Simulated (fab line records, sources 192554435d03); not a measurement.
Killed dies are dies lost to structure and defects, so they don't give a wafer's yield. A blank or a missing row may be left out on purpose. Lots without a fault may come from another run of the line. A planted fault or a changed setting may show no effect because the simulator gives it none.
fab line records | flow n5_finfet | part 1 of 2: steps 1 to 22 of 32
record lots=5 wafers=15 last_day=17
route steps=1938 shown STI_FIN_REVEAL@187 DUMMY_GATE@212
lots that met no fault: from a run of the same line without faults
start_h: hours from the record's first day to the start of the lot's first wafer shown | wait_h: hours since the lot's step before | " the same as in the row above | L1.1+2: a row that stands for several wafers | - no value, or no start given | * or withheld: withheld | < > ~ a bound
route shown NAME@n: a module of which the file shows steps, and the number in the route of the first | usual: mean/standard deviation of fault-free wafers | same: alike in all rows | chamber/n: place in a boat | sites: the reading at each site | _std_site: their standard deviation | _edge_site: outer sites' mean less inner sites' | radius_mm: how far each site lies from the wafer's centre | mask NAME#n: copy n | behind: the tool/chamber that last shaped the wafer | hold: why the lot was held/for how many hours/how that ended | device: the transistor (n, p or np) that didn't switch | end of line: the same wafers' tests at the end of the route | a step without rows: its recipe alone | killed: dies lost to structure and defects at the first sort, not the wafer's yield | map: a wafer's dies, x killed, . not, _ none there
set.NAME: the setting as run; set.NAME@STEP: as run at that earlier step | model.NAME: the simulator's own value behind a step, which no gauge read
lots at some steps of the route; a table a step, a row a wafer
services: from which hour (start_h, from the record's first day; less than 0 if before it) a tool's chamber was out of use, for how many hours, and why
## steps
# step N5_STI_FIN_REVEAL_CMP_04
# recipe stop_on=Si3N4 t_overpolish_s=4 down_force_psi=2 platen_rpm=54.18 post_cmp_clean=alkaline_brush pad_velocity_m_s=1.078 target_thk_nm=131.83
# usual motor_current_A=8.1/0.94 overpolish_run_s=4.000/0.009 time_to_endpoint_s=104/5.3
# columns lot.wafer tool chamber start_h wait_h motor_current_A overpolish_run_s time_to_endpoint_s
L075.1 cmp-03 1 38.73 0.1 7.2 3.990 101
L075.2 " 2 " " 10.6 4.001 96
L075.5 " 2 " " 10.6 3.995 99
L083.4 cmp-02 2 87.80 0.1 8.8 4.001 99
L083.6 " 1 " " 8.4 3.992 96
L083.5 " 2 " " 8.6 3.996 97
L088.1 cmp-04 3 117.71 0.1 7.2 4.001 111
L088.2 " 1 " " 9.7 4.009 115
L088.6 " 2 " " 8.6 4.001 110
L089.1 cmp-04 3 123.79 0.0 7.5 4.001 105
L089.4 " 0 " " 7.7 3.990 101
L089.6 " 0 " " 7.8 4.014 100
L097.2 cmp-04 0 173.12 0.1 8.1 4.014 102
L097.4 " 3 " " 7.4 3.994 112
L097.5 " 0 " " 7.8 3.998 102
# step N5_STI_FIN_REVEAL_THK_MEAS_05
# usual thk_nm=132.0/1.3
# columns lot.wafer tool chamber start_h wait_h thk_nm
L075.1 film_metro-02 - 39.02 - 132.3
L075.2 " - " " 130.4
L075.5 " - " " 131.4
L083.4 film_metro-02 - 88.06 - 131.4
L083.5 " - " " 132.1
L083.6 " - " " 129.9
L088.1 film_metro-01 - 117.97 - 132.7
L088.2 " - " " 133.9
L088.6 " - " " 134.4
L089.1 film_metro-01 - 124.09 - 131.7
L089.4 " - " " 132.1
L089.6 " - " " 131.8
L097.2 film_metro-01 - 173.41 - 131.3
L097.4 " - " " 132.5
L097.5 " - " " 130.5
# step N5_STI_FIN_REVEAL_DENSIFY_30
# recipe temp_c=* time_s=* ambient=N2 idle_temp_c=600 ramp_up_c_per_s=150 ramp_down_c_per_s=60 cool_to_c=600
# usual lamp_power_pct=11.53/0.053 wafer_temp_C_max=*
# columns lot.wafer tool chamber start_h wait_h lamp_power_pct wafer_temp_C_max
L075.1 rtp_anneal-02 0 39.10 0.1 11.61 *
L075.2 " 0 " " 11.64 *
L075.5 " 0 " " 11.59 *
L083.4 rtp_anneal-01 0 88.21 0.2 11.55 *
L083.5 " 0 " " 11.64 *
L083.6 " 0 " " 11.58 *
L088.1 rtp_anneal-01 0 118.18 0.2 11.49 *
L088.2 " 0 " " 11.55 *
L088.6 " 0 " " 11.47 *
L089.1 rtp_anneal-02 0 124.12 0.0 11.51 *
L089.4 " 0 " " 11.56 *
L089.6 " 0 " " 11.51 *
L097.2 rtp_anneal-02 0 173.76 0.4 11.50 *
L097.4 " 0 " " 11.47 *
L097.5 " 0 " " 11.52 *
# step N5_STI_FIN_REVEAL_ETCHBACK_08
# recipe chemistry=C4F6/O2 target=SiO2 target_depth_a=305 time_s=10.167 ion_energy_ev=250 pressure_mtorr=30 source_w=345 bias_w=185 Ar_flow_sccm=300 C4F6_flow_sccm=10 O2_flow_sccm=10
# usual drypump_motor_current_A=5.5/0.45 oes_product_au=0.77/0.091 rf_vpp_V=665/21 showerhead_plenum_p_Torr=2.85/0.1 throttle_valve_pct=21.26/0.28
# columns lot.wafer tool chamber start_h wait_h drypump_motor_current_A oes_product_au rf_hours_counter_h rf_vpp_V showerhead_plenum_p_Torr throttle_valve_pct
L075.1 rie_diel-01 1 39.31 0.2 5.1 0.72 170 635 2.96 21.51
L075.2 " 3 " " 5.6 0.84 56 676 2.89 20.85
L075.5 " 1 " " 5.1 0.71 - 638 2.96 21.49
L083.4 rie_diel-05 0 88.34 0.1 4.7 0.95 5 650 2.93 20.91
L083.5 " 0 " " 4.7 0.95 - 649 2.93 20.90
L083.6 " 3 " " 6.3 0.71 - 684 2.84 21.31
L088.1 rie_diel-01 1 118.39 0.2 5.0 0.71 198 636 2.94 21.54
L088.2 " 0 " " 5.8 0.66 238 657 2.94 21.61
L088.6 " 2 " " 5.9 0.70 - 647 2.71 21.64
L089.1 rie_diel-01 0 124.37 0.2 5.8 0.66 242 657 2.94 21.62
L089.4 " 2 " " 5.9 0.69 - 645 2.70 21.64
L089.6 " 0 " " 5.8 0.66 - 658 2.94 21.62
L097.2 rie_diel-05 1 174.03 0.2 5.6 0.80 115 703 2.74 21.16
L097.4 " 0 " " 4.7 0.88 39 650 2.92 20.94
L097.5 " 0 " " 4.7 0.88 - 649 2.92 20.96
# step N5_STI_FIN_REVEAL_STRIP_24
# recipe chemistry=N2/H2 time_s=90 power_w=100 temp_c=40 pressure_mtorr=100 rf_frequency_hz=6e+07 bias_power_w=3 n2_flow_sccm=300 h2_flow_sccm=300
# usual drypump_motor_current_A=5.6/0.45 oes_product_au=0.77/0.089 rf_vpp_V=45.4/0.87 showerhead_plenum_p_Torr=3.36/0.12 throttle_valve_pct=12.2/0.38
# columns lot.wafer tool chamber start_h wait_h drypump_motor_current_A oes_product_au rf_hours_counter_h rf_vpp_V showerhead_plenum_p_Torr throttle_valve_pct
L075.1 rie_diel-01 1 39.36 0.0 5.0 0.72 170 46.2 3.52 12.7
L075.2 " 3 " " 5.6 0.84 56 45.2 3.41 11.7
L075.5 " 1 " " 5.1 0.72 - 47.0 3.52 12.6
L083.4 rie_diel-05 0 88.38 0.0 4.7 0.96 5 43.9 3.46 11.7
L083.5 " 0 " " 4.8 0.97 - 46.7 3.46 11.7
L083.6 " 3 " " 6.3 0.72 - 45.2 3.29 12.1
L088.1 rie_diel-01 1 118.43 0.0 5.0 0.70 198 45.2 3.50 12.7
L088.2 " 0 " " 5.8 0.67 238 46.6 3.45 12.6
L088.6 " 2 " " 5.9 0.70 - 45.2 3.17 12.6
L089.1 rie_diel-01 0 124.40 0.0 5.8 0.66 242 44.8 3.45 12.7
L089.4 " 2 " " 5.9 0.69 - 45.5 3.17 12.6
L089.6 " 0 " " 5.8 0.67 - 45.4 3.45 12.7
L097.2 rie_diel-05 1 174.07 0.0 5.6 0.79 115 44.7 3.25 12.2
L097.4 " 0 " " 4.7 0.88 39 46.8 3.44 11.8
L097.5 " 0 " " 4.7 0.88 - 43.6 3.44 11.8
# step N5_STI_FIN_REVEAL_PRECLEAN_25
# recipe chemistry=SPM time_s=90 temp_c=120 mix=4:1
# usual bath_heat_duty_pct=13.2/1.8
# columns lot.wafer tool chamber start_h wait_h bath_heat_duty_pct
L075.1 wet_bench-06 0 39.53 0.1 12.3
L075.2 " 2 " " 14.6
L075.5 " 7 " " 10.5
L083.4 wet_bench-01 0 88.50 0.1 14.4
L083.5 " 5 " " 12.1
L083.6 " 1 " " 13.1
L088.1 wet_bench-05 1 118.55 0.1 11.6
L088.2 " 0 " " 12.2
L088.6 " 4 " " 13.9
L089.1 wet_bench-06 6 124.52 0.1 12.7
L089.4 " 2 " " 14.9
L089.6 " 1 " " 12.5
L097.2 wet_bench-06 5 174.19 0.1 11.5
L097.4 " 7 " " 10.7
L097.5 " 2 " " 12.6
# step N5_STI_FIN_REVEAL_PRECLEAN_26
# recipe chemistry=SC1 time_s=45 temp_c=46 mix=1:2:100
# usual bath_heat_duty_pct=6.0/0.9
# columns lot.wafer tool chamber start_h wait_h bath_heat_duty_pct
L075.1 wet_bench-06 0 39.56 0.0 5.8
L075.2 " 2 " " 7.3
L075.5 " 7 " " 4.9
L083.4 wet_bench-01 0 88.53 0.0 6.8
L083.5 " 5 " " 5.2
L083.6 " 1 " " 6.3
L088.1 wet_bench-05 1 118.58 0.0 5.4
L088.2 " 0 " " 5.7
L088.6 " 4 " " 6.0
L089.1 wet_bench-06 6 124.55 0.0 5.7
L089.4 " 2 " " 6.9
L089.6 " 1 " " 5.3
L097.2 wet_bench-06 5 174.22 0.0 5.8
L097.4 " 7 " " 4.7
L097.5 " 2 " " 6.2
# step N5_STI_FIN_REVEAL_PRECLEAN_29
# recipe chemistry=DHF time_s=30 temp_c=25 dilution=300:1
# usual bath_heat_duty_pct=6.2/0.87
# columns lot.wafer tool chamber start_h wait_h bath_heat_duty_pct
L075.1 wet_bench-06 0 39.57 0.0 5.7
L075.2 " 2 " " 6.1
L075.5 " 7 " " 5.0
L083.4 wet_bench-01 0 88.55 0.0 6.9
L083.5 " 5 " " 6.2
L083.6 " 1 " " 5.0
L088.1 wet_bench-05 1 118.60 0.0 5.3
L088.2 " 0 " " 4.5
L088.6 " 4 " " 6.8
L089.1 wet_bench-06 6 124.57 0.0 6.2
L089.4 " 2 " " 7.6
L089.6 " 1 " " 7.3
L097.2 wet_bench-06 5 174.23 0.0 6.1
L097.4 " 7 " " 5.4
L097.5 " 2 " " 7.6
# step N5_STI_FIN_REVEAL_SRD_12
# recipe time_s=30 temp_c=23 rinse_liquid=diw dry=ipa_marangoni
# usual bath_heat_duty_pct=3.6/0.53
# columns lot.wafer tool chamber start_h wait_h bath_heat_duty_pct
L075.1 wet_bench-06 0 39.58 0.0 3.8
L075.2 " 2 " " 4.6
L075.5 " 7 " " 2.9
L083.4 wet_bench-01 0 88.55 0.0 3.8
L083.5 " 5 " " 2.9
L083.6 " 1 " " 3.3
L088.1 wet_bench-05 1 118.60 0.0 3.2
L088.2 " 0 " " 3.9
L088.6 " 4 " " 4.1
L089.1 wet_bench-06 6 124.58 0.0 2.9
L089.4 " 2 " " 3.7
L089.6 " 1 " " 3.6
L097.2 wet_bench-06 5 174.24 0.0 3.6
L097.4 " 7 " " 3.2
L097.5 " 2 " " 3.8
# step N5_STI_FIN_REVEAL_RECESS_09
# recipe chemistry=HF/NH3 target=SiO2 afs_cycles=11 target_depth_a=425 temp_c=30 sublimation_temp_c=180 sublimation_time_s=60
# usual drypump_motor_current_A=5.5/0.49 foreline_p_Torr=0.128/0.00028
# columns lot.wafer tool chamber start_h wait_h drypump_motor_current_A foreline_p_Torr
L075.1 vapor_etch-02 0 39.63 0.0 5.0 0.12831
L075.2 " 1 " " 5.5 0.12788
L075.5 " 0 41.04 1.4 5.0 0.12828
L083.4 vapor_etch-01 1 89.13 0.6 5.2 0.12773
L083.5 " 0 " " 6.3 0.12826
L083.6 " 1 " " 5.2 0.1278
L088.1 vapor_etch-01 1 118.65 0.0 5.2 0.12803
L088.2 " 0 " " 6.3 0.12801
L088.6 " 1 119.71 1.1 5.2 0.1278
L089.1 vapor_etch-02 1 124.62 0.0 5.5 0.1282
L089.4 " 1 " " 5.5 0.12827
L089.6 " 0 " " 5.0 0.12819
L097.2 vapor_etch-01 0 174.28 0.0 6.3 0.12728
L097.4 " 1 " " 5.2 0.1283
L097.5 " 1 " " 5.2 0.12836
# step N5_STI_FIN_REVEAL_STRIP_16
# recipe chemistry=H3PO4 material=SiNx temp_c=165 target_depth_a=238 overetch_fraction=0.4964 dry=ipa_marangoni
# usual bath_heat_duty_pct=27/3.3
# columns lot.wafer tool chamber start_h wait_h bath_heat_duty_pct
L075.1 wet_bench-06 0 41.78 1.4 25
L075.2 " 3 " " 33
L075.5 " 4 " " 26
L083.4 wet_bench-06 2 90.22 0.6 30
L083.5 " 7 " " 23
L083.6 " 0 " " 26
L088.1 wet_bench-01 4 120.27 1.1 29
L088.2 " 0 " " 31
L088.6 " 1 " " 24
L089.1 wet_bench-01 0 126.24 1.1 29
L089.4 " 4 " " 31
L089.6 " 1 " " 25
L097.2 wet_bench-05 4 175.90 1.1 28
L097.4 " 5 " " 33
L097.5 " 2 " " 26
# step N5_STI_FIN_REVEAL_PRECLEAN_17
# recipe chemistry=NF3:NH3 afs_cycles=1 temp_c=30 time_s=20 sublimation_temp_c=180 sublimation_time_s=60 pressure_torr=3 rf_power_w=30
# columns lot.wafer tool chamber start_h wait_h
L075.1+2+5 remote_plasma-01 0 42.05 0.0
L083.4+5+6 remote_plasma-02 0 90.58 0.1
L088.1+2+6 remote_plasma-02 0 120.56 0.0
L089.1+4+6 remote_plasma-01 1 126.53 0.0
L097.2+4+5 remote_plasma-01 1 176.20 0.1
# step N5_STI_FIN_REVEAL_ETCH_34
# recipe chemistry=H2 mode=isotropic material=Si target=Si target_depth_a=9.7 temp_c=20 pressure_mtorr=4.5 icp_w=300 bias_w=0 h2_flow_sccm=7.5 he_flow_sccm=142.5
# usual drypump_motor_current_A=5.5/0.41 oes_product_au=1.001/0.017 throttle_valve_pct=25.8/0.59
# columns lot.wafer tool chamber start_h wait_h drypump_motor_current_A oes_product_au rf_hours_counter_h throttle_valve_pct
L075.1 rie_si-05 2 42.43 0.3 5.7 1.033 7 25.9
L075.2 " 3 " " 5.1 1.004 27 24.9
L075.5 " 3 " " 5.1 1.011 - 24.9
L083.4 rie_si-03 3 90.69 0.1 4.8 1.001 68 26.6
L083.5 " 2 " " 5.5 1.008 - 25.8
L083.6 " 3 " " 4.8 1.001 - 26.6
L088.1 rie_si-05 2 120.77 0.2 5.7 1.039 9 25.9
L088.2 " 1 " " 6.1 0.999 65 26.2
L088.6 " 0 " " 5.8 0.977 - 26.2
L089.1 rie_si-05 2 126.74 0.2 5.6 1.047 9 25.9
L089.4 " 1 " " 6.2 0.995 65 26.2
L089.6 " 3 " " 5.1 1.002 - 24.9
L097.2 rie_si-05 3 176.37 0.1 5.1 1.005 30 24.9
L097.4 " 1 " " 6.2 1.001 66 26.2
L097.5 " 3 " " 5.1 0.994 - 24.9
# step N5_STI_FIN_REVEAL_OXIDATION_31
# recipe chemistry=O2_PLASMA_REMOTE temp_c=150 time_s=20 pressure_mtorr=1000 source_power_w=2000 o2_flow_sccm=3000
# usual drypump_motor_current_A=5.4/0.36 heater_power_w=147/12
# columns lot.wafer tool chamber start_h wait_h drypump_motor_current_A heater_power_w rf_hours_counter_h
L075.1 plasma_asher-02 1 42.52 0.1 5.2 167 80
L075.2 " 0 " " 4.8 159 80
L075.5 " 0 " " 4.9 158 -
L083.4 plasma_asher-01 1 90.77 0.1 5.6 136 -
L083.5 " 0 " " 5.7 144 -
L083.6 " 1 " " 5.7 135 -
L088.1 plasma_asher-01 0 120.92 0.1 5.7 142 47
L088.2 " 1 " " 5.6 134 47
L088.6 " 1 " " 5.7 131 -
L089.1 plasma_asher-02 1 126.80 0.0 5.1 166 97
L089.4 " 1 " " 5.1 167 -
L089.6 " 0 " " 4.8 164 -
L097.2 plasma_asher-02 0 176.44 0.0 4.8 160 109
L097.4 " 1 " " 5.1 170 -
L097.5 " 1 " " 5.2 168 -
# step N5_STI_FIN_REVEAL_PRECLEAN_32
# recipe chemistry=NF3:NH3 afs_cycles=1 temp_c=30 time_s=20 sublimation_temp_c=180 sublimation_time_s=60 pressure_torr=3 rf_power_w=30
# columns lot.wafer tool chamber start_h wait_h
L075.1+2+5 remote_plasma-01 0 42.60 0.1
L083.4+5+6 remote_plasma-01 1 90.93 0.1
L088.1+2+6 remote_plasma-01 0 121.00 0.1
L089.1+4+6 remote_plasma-02 0 126.88 0.1
L097.2+4+5 remote_plasma-02 1 176.56 0.1
# step N5_STI_FIN_REVEAL_STRIP_35
# recipe chemistry=H3PO4 material=Si3N4 temp_c=165 target_depth_a=40 time_s=39
# usual bath_heat_duty_pct=28/3.4
# columns lot.wafer tool chamber start_h wait_h bath_heat_duty_pct
L075.1 wet_bench-05 4 42.99 0.3 31
L075.2 " 0 " " 26
L075.5 " 3 " " 25
L083.4 wet_bench-05 2 91.06 0.1 27
L083.5 " 1 " " 25
L083.6 " 4 " " 28
L088.1 wet_bench-05 2 121.21 0.2 28
L088.2 " 1 " " 26
L088.6 " 6 " " 27
L089.1 wet_bench-06 6 127.09 0.2 27
L089.4 " 0 " " 26
L089.6 " 3 " " 37
L097.2 wet_bench-06 7 176.74 0.2 23
L097.4 " 3 " " 34
L097.5 " 6 " " 29
# step N5_STI_FIN_REVEAL_SRD_21
# recipe dry=ipa_marangoni time_s=30 temp_c=23 rinse_liquid=diw
# usual bath_heat_duty_pct=3.7/0.6
# columns lot.wafer tool chamber start_h wait_h bath_heat_duty_pct
L075.1 wet_bench-05 4 43.01 0.0 4.6
L075.2 " 0 " " 3.2
L075.5 " 3 " " 3.1
L083.4 wet_bench-05 2 91.07 0.0 4.0
L083.5 " 1 " " 3.7
L083.6 " 4 " " 3.3
L088.1 wet_bench-05 2 121.23 0.0 3.6
L088.2 " 1 " " 3.3
L088.6 " 6 " " 3.3
L089.1 wet_bench-06 6 127.11 0.0 4.0
L089.4 " 0 " " 3.5
L089.6 " 3 " " 5.4
L097.2 wet_bench-06 7 176.75 0.0 2.9
L097.4 " 3 " " 5.5
L097.5 " 6 " " 4.1
# step N5_STI_FIN_REVEAL_OXIDATION_33
# recipe chemistry=O2_PLASMA_REMOTE temp_c=150 time_s=20 pressure_mtorr=1000 source_power_w=2000 o2_flow_sccm=3000
# usual drypump_motor_current_A=5.3/0.37 heater_power_w=151/13
# columns lot.wafer tool chamber start_h wait_h drypump_motor_current_A heater_power_w rf_hours_counter_h
L075.1 plasma_asher-02 1 43.05 0.0 5.2 164 80
L075.2 " 0 " " 4.8 158 80
L075.5 " 0 " " 4.8 164 -
L083.4 plasma_asher-01 1 91.14 0.0 5.6 133 -
L083.5 " 1 " " 5.6 133 -
L083.6 " 0 " " 5.7 142 -
L088.1 plasma_asher-02 1 121.27 0.0 5.1 163 96
L088.2 " 0 " " 4.8 163 96
L088.6 " 1 " " 5.1 165 -
L089.1 plasma_asher-02 0 127.15 0.0 4.8 162 97
L089.4 " 1 " " 5.2 164 -
L089.6 " 1 " " 5.1 172 -
L097.2 plasma_asher-02 0 177.06 0.3 4.8 161 109
L097.4 " 0 " " 4.8 160 -
L097.5 " 1 " " 5.2 165 -
# step N5_STI_FIN_REVEAL_CLEAN_19
# recipe chemistry=O3/DIW temp_c=25 time_s=120 o3_ppm=10
# usual bath_heat_duty_pct=6.3/0.85 o3_ppm=10.01/0.1
# columns lot.wafer tool chamber start_h wait_h bath_heat_duty_pct o3_ppm
L075.1 wet_bench-05 1 43.14 0.1 5.9 10.03
L075.2 " 2 " " 6.5 10.07
L075.5 " 0 " " 6.0 9.98
L083.4 wet_bench-01 2 91.21 0.0 5.5 10.04
L083.5 " 3 " " 5.8 9.97
L083.6 " 0 " " 7.0 10.09
L088.1 wet_bench-01 5 121.36 0.1 5.8 9.84
L088.2 " 4 " " 6.3 9.91
L088.6 " 2 " " 5.4 10.02
L089.1 wet_bench-01 5 127.24 0.1 7.0 9.95
L089.4 " 3 " " 5.9 10.03
L089.6 " 1 " " 4.7 9.77
L097.2 wet_bench-05 3 177.14 0.1 6.0 9.89
L097.4 " 4 " " 6.0 9.94
L097.5 " 0 " " 5.1 10.07
# step N5_STI_FIN_REVEAL_SRD_23
# recipe dry=ipa_marangoni time_s=30 temp_c=23 rinse_liquid=diw
# usual bath_heat_duty_pct=3.7/0.58
# columns lot.wafer tool chamber start_h wait_h bath_heat_duty_pct
L075.1 wet_bench-05 1 43.18 0.0 3.9
L075.2 " 2 " " 2.9
L075.5 " 0 " " 3.7
L083.4 wet_bench-01 2 91.24 0.0 3.4
L083.5 " 3 " " 3.6
L083.6 " 0 " " 3.5
L088.1 wet_bench-01 5 121.40 0.0 2.5
L088.2 " 4 " " 3.6
L088.6 " 2 " " 3.1
L089.1 wet_bench-01 5 127.28 0.0 2.7
L089.4 " 3 " " 3.8
L089.6 " 1 " " 3.4
L097.2 wet_bench-05 3 177.18 0.0 3.8
L097.4 " 4 " " 3.4
L097.5 " 0 " " 3.4
# step N5_STI_FIN_REVEAL_CD_MEAS_22
# recipe target_cd_nm=6.238 pitch_nm=28 polarity=line
# usual cd_nm=6.3/0.32
# columns lot.wafer tool chamber start_h wait_h cd_nm
L075.1 cd_sem-03 - 43.22 0.0 6.4
L075.2 " - " " 6.0
L075.5 " - " " 5.7
L083.4 cd_sem-03 - 91.29 0.0 6.7
L083.5 " - " " 6.1
L083.6 " - " " 6.5
L088.1 cd_sem-01 - 121.45 0.0 6.2
L088.2 " - " " 6.5
L088.6 " - " " 6.5
L089.1 cd_sem-03 - 127.32 0.0 5.9
L089.4 " - " " 6.1
L089.6 " - " " 6.5
L097.2 cd_sem-03 - 177.22 0.0 5.7
L097.4 " - " " 6.3
L097.5 " - " " 5.7
# step N5_STI_FIN_REVEAL_FIN_H_MEAS_10
# usual trench_depth_nm=52.0/0.8
# columns lot.wafer tool chamber start_h wait_h trench_depth_nm
L075.1 ocd-02 - 43.25 0.0 51.9
L075.2 " - " " 52.3
L075.5 " - " " 51.5
L083.4 ocd-02 - 91.32 0.0 52.8
L083.5 " - " " 52.1
L083.6 " - " " 52.3
L088.1 ocd-01 - 121.48 0.0 52.3
L088.2 " - " " 50.6
L088.6 " - " " 51.5
L089.1 ocd-01 - 127.35 0.0 50.5
L089.4 " - " " 51.7
L089.6 " - " " 50.5
L097.2 ocd-02 - 177.25 0.0 51.6
L097.4 " - " " 51.9
L097.5 " - " " 52.0
